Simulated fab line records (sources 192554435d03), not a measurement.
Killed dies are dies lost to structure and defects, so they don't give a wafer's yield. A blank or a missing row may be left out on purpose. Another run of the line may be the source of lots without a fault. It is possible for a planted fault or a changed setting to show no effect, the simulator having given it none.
What tool caused it? -- flow n5_finfet -- 9 lots, 25 wafers sampled, at 6 steps of a route of 1938

WHAT THE GAUGES SHOWED, per wafer
N5_BEOL_M4_RC_MEAS_101. Usual: DIBL_N 36.1 mV/V, standard deviation 1.6; DIBL_P 35.8 mV/V, standard deviation 2.1; IOFF_N 0.16 nA/um, standard deviation 0.031; IOFF_P 0.21 nA/um, standard deviation 0.034; ION_N 673 uA/um, standard deviation 12; ION_P 461 uA/um, standard deviation 7.2; SS_N 71.4 mV/dec, standard deviation 0.59; SS_P 73.3 mV/dec, standard deviation 0.63; VT_N 250 mV, standard deviation 3.1; VT_P -250 mV, standard deviation 3.3.
lot,measured,on,DIBL_N (mV/V),DIBL_P (mV/V),IOFF_N (nA/um),IOFF_P (nA/um),ION_N (uA/um),ION_P (uA/um),SS_N (mV/dec),SS_P (mV/dec),VT_N (mV),VT_P (mV),flag
L175,day 8 07:15,prober-02,36.1 36.0 36.9,36.1 35.6 36.0,0.17 0.16 0.17,0.21 0.21 0.21,676 670 689,463 457 465,71.7 71.8 71.4,73.4 73.3 74.3,248 249 247,-253 -250 -252,
L178,day 8 12:54,prober-02,34.4 36.0 36.2,35.0 36.9 36.9,0.13 0.16 0.16,0.17 0.21 0.20,658 686 670,451 467 457,70.6 71.6 71.4,73.4 73.6 73.9,253 250 250,-252 -251 -253,
L179,day 9 09:04,prober-02,36.3 36.1 38.2,36.9 37.0 39.6,0.17 0.17 0.23,0.21 0.21 0.27,683 677 687,459 457 465,71.6 71.6 72.3,73.3 73.4 74.0,250 249 243,-253 -253 -249,
L184,day 10 17:59,prober-02,36.4 36.4,35.5 36.1,0.14 0.15,0.18 0.21,667 668,453 454,70.6 70.6,73.6 73.7,251 251,-253 -251,
L185,day 10 18:57,prober-01,35.4 35.7,36.1 36.6,0.14 0.14,0.17 0.18,667 664,452 452,71.0 71.4,73.5 73.3,253 254,-256 -255,
L195,day 13 07:11,prober-02,35.3 37.0 37.0,34.9 37.4 35.8,0.15 0.18 0.18,0.23 0.26 0.23,667 670 675,470 470 465,71.1 71.5 71.3,73.2 73.6 73.6,253 247 249,-247 -247 -247,
L196,day 13 12:44,prober-01,36.8 38.2 37.3,35.8 38.7 36.1,0.18 0.21 0.17,0.22 0.29 0.23,676 685 675,465 469 462,71.4 72.2 71.9,73.6 74.5 73.7,247 244 249,-247 -246 -249,
L198,day 13 22:20,prober-02,34.9 35.4 36.7,36.0 36.3 38.3,0.16 0.17 0.21,0.20 0.21 0.24,682 674 688,463 461 463,71.6 71.3 72.0,73.4 74.2 73.9,248 248 242,-247 -248 -248,
L192,day 14 08:28,prober-01,36.0 35.1 37.1,35.9 33.0 36.0,0.17 0.16 0.18,0.24 0.19 0.23,672 687 669,463 470 461,71.7 71.0 71.3,73.3 72.7 73.4,250 248 246,-246 -250 -248,

WHAT TOOL EACH LOT RAN ON (gives the tool, then ch and the chambers of the sampled wafers, and finally the start)
lot,N5_HKMG_FIN_STRIP_69,N5_HKMG_FIN_CMP_23,N5_GATE_CUT_ETCHBACK_30,N5_GATE_CUT_PECVD_57,N5_GATE_CUT_CMP_02
L175,"plasma_asher-02 ch 0,1, day 4 10:11","cmp-03 ch 0,1,2, day 4 11:05","rie_metal-02 ch 0,1, day 4 12:03","pecvd-03 ch 0,1,2, day 4 14:38","cmp-02 ch 0,1,3, day 4 14:43"
L178,"plasma_asher-01 ch 0,1, day 5 00:28","cmp-04 ch 1,3, day 5 01:23","rie_metal-02 ch 0,1, day 5 02:20","pecvd-02 ch 0,1, day 5 05:52","cmp-01 ch 2,3, day 5 05:56"
L179,"plasma_asher-01 ch 0,1, day 5 06:41","cmp-02 ch 0,1, day 5 07:29","rie_metal-03 ch 0,1, day 5 08:27","pecvd-03 ch 0,2, day 5 11:02","cmp-02 ch 0,1,3, day 5 11:06"
L184,"plasma_asher-02 ch 0,1, day 6 15:31","cmp-03 ch 0,1, day 6 16:19","rie_metal-02 ch 1, day 6 17:17","pecvd-04 ch 0,2, day 6 20:20","cmp-02 ch 0,3, day 6 20:32"
L185,"plasma_asher-02 ch 0,1, day 6 20:45","cmp-02 ch 1,2, day 6 21:54","rie_metal-02 ch 0, day 6 22:37","pecvd-03 ch 1, day 7 02:10","cmp-01 ch 0,3, day 7 02:19"
L195,"plasma_asher-02 ch 0,1, day 9 05:56","cmp-03 ch 0,2, day 9 06:55","rie_metal-01 ch 0,1, day 9 07:48","pecvd-02 ch 1,2, day 9 10:25","cmp-01 ch 0,2,3, day 9 10:34"
L196,"plasma_asher-01 ch 1, day 9 12:02","cmp-02 ch 1,2,3, day 9 13:03","rie_metal-01 ch 0, day 9 14:01","pecvd-02 ch 1,2, day 9 16:41","cmp-03 ch 0,3, day 9 16:48"
L198,"plasma_asher-01 ch 0,1, day 10 01:07","cmp-04 ch 1,2,3, day 10 02:05","rie_metal-02 ch 0,1, day 10 02:53","pecvd-02 ch 0,1, day 10 05:28","cmp-01 ch 1,2, day 10 05:33"
L192,"plasma_asher-01 ch 0,1, day 10 03:14","cmp-03 ch 2,3, day 10 04:02","rie_metal-02 ch 0,1, day 10 04:59","pecvd-02 ch 0,1, day 10 07:46","cmp-01 ch 0,2,3, day 10 07:55"
- N5_HKMG_FIN_STRIP_69: strips in N2/H2, time 360 s.
- N5_HKMG_FIN_CMP_23: polishes, stops on SiNx, t overpolish 10 s, target thk 46.326 nm.
- N5_GATE_CUT_ETCHBACK_30: etches TiN in Cl2/Ar, target depth 3 nm.
- N5_GATE_CUT_PECVD_57: deposits SiNx from SiH4/NH3/N2, target thk 21 nm.
- N5_GATE_CUT_CMP_02: polishes, stops on SiO2, t overpolish 12.7 s, target thk 0 nm.

AS READ BY THE TOOLS THEMSELVES (means over the sampled wafers that have a number; for cases with no such wafer, the mark the record gives instead)
N5_HKMG_FIN_STRIP_69. Usual: drypump_motor_current_A 5.38 A, standard deviation 0.27; heater_power_w 494 W, standard deviation 21.
lot,tool,drypump_motor_current_A (A),heater_power_w (W),flag
L175,plasma_asher-02,5.03,496,
L178,plasma_asher-01,5.59,495,
L179,plasma_asher-01,5.54,481,
L184,plasma_asher-02,5.07,501,
L185,plasma_asher-02,5.05,499,
L195,plasma_asher-02,5.03,495,
L196,plasma_asher-01,5.68,503,
L198,plasma_asher-01,5.59,492,
L192,plasma_asher-01,5.53,484,

N5_HKMG_FIN_CMP_23. Usual: motor_current_A 12.4 A, standard deviation 1; overpolish_run_s 9.998 s, standard deviation 0.017; platen_rpm 50.28 rpm, standard deviation 0.034; time_to_endpoint_s 11.4 s, standard deviation 2.3.
lot,tool,motor_current_A (A),overpolish_run_s (s),platen_rpm (rpm),time_to_endpoint_s (s),flag
L175,cmp-03,12.3,10.008,50.24,11.5,
L178,cmp-04,11.6,10.004,50.30,10.8,
L179,cmp-02,13.5,10.002,50.31,12.3,
L184,cmp-03,11.9,10.005,50.26,12.2,
L185,cmp-02,12.9,9.995,50.28,9.9,
L195,cmp-03,12.0,9.999,50.27,14.4,
L196,cmp-02,12.4,10.001,50.27,11.5,
L198,cmp-04,12.4,9.997,50.29,11.6,
L192,cmp-03,11.8,10.000,50.25,10.4,

N5_GATE_CUT_ETCHBACK_30. Usual: drypump_motor_current_A 5.7 A, standard deviation 0.51; oes_product_au 0.71 a.u., standard deviation 0.048; throttle_valve_pct 20.6 %, standard deviation 0.34.
lot,tool,drypump_motor_current_A (A),oes_product_au (a.u.),throttle_valve_pct (%),flag
L175,rie_metal-02,5.6,0.70,20.6,
L178,rie_metal-02,5.6,0.69,20.6,
L179,rie_metal-03,5.5,0.70,20.9,
L184,rie_metal-02,6.5,0.69,20.6,
L185,rie_metal-02,5.2,0.69,20.6,
L195,rie_metal-01,5.7,0.72,20.7,
L196,rie_metal-01,5.6,0.68,21.4,
L198,rie_metal-02,6.0,0.68,20.6,
L192,rie_metal-02,6.0,0.68,20.6,

N5_GATE_CUT_PECVD_57. Usual: chamber_pressure_Torr 1.499 Torr, standard deviation 0.0032; heater_power_w 810 W, standard deviation 69; showerhead_plenum_p_Torr 5.13 Torr, standard deviation 0.047; throttle_valve_pct 39.5 %, standard deviation 2.5.
lot,tool,chamber_pressure_Torr (Torr),heater_power_w (W),showerhead_plenum_p_Torr (Torr),throttle_valve_pct (%),flag
L175,pecvd-03,1.498,832,5.13,38.7,
L178,pecvd-02,1.499,754,5.20,39.4,
L179,pecvd-03,1.496,884,5.13,36.3,
L184,pecvd-04,1.498,735,5.09,38.9,
L185,pecvd-03,1.500,768,5.13,42.3,
L195,pecvd-02,1.498,749,5.16,42.5,
L196,pecvd-02,1.499,833,5.17,42.4,
L198,pecvd-02,1.496,713,5.20,41.2,
L192,pecvd-02,1.497,739,5.20,39.4,

N5_GATE_CUT_CMP_02. Usual: motor_current_A 9.3 A, standard deviation 1; platen_rpm 51.80 rpm, standard deviation 0.031; time_to_endpoint_s 25.1 s, standard deviation 2.5.
lot,tool,motor_current_A (A),platen_rpm (rpm),time_to_endpoint_s (s),flag
L175,cmp-02,9.4,51.79,24.9,
L178,cmp-01,9.8,51.82,28.3,
L179,cmp-02,9.3,51.81,24.9,
L184,cmp-02,8.8,51.79,23.3,
L185,cmp-01,9.4,51.78,18.7,
L195,cmp-01,9.8,51.81,22.8,
L196,cmp-03,8.6,51.79,24.9,
L198,cmp-01,9.0,51.77,21.2,
L192,cmp-01,9.6,51.81,25.4,

THE ANSWER, worked out from the rows above alone
Rule: lot off if the mean of its wafers having a number is beyond 3 standard deviations from the usual mean. Also off: a lot with no number at a reading for which 4 or more lots have one. Any other lot the step has rows for is counted as sound. First the gauges in route order, then the tools' own readings, where a lot's mean is used as printed above. The first step at which some lot is off is used, and at that step the reading that is off furthest; a lot without a number counts as furthest.
No lot is off on any of the readings shown, so nothing can be concluded from this.

WHAT THE SIMULATOR PUT IN
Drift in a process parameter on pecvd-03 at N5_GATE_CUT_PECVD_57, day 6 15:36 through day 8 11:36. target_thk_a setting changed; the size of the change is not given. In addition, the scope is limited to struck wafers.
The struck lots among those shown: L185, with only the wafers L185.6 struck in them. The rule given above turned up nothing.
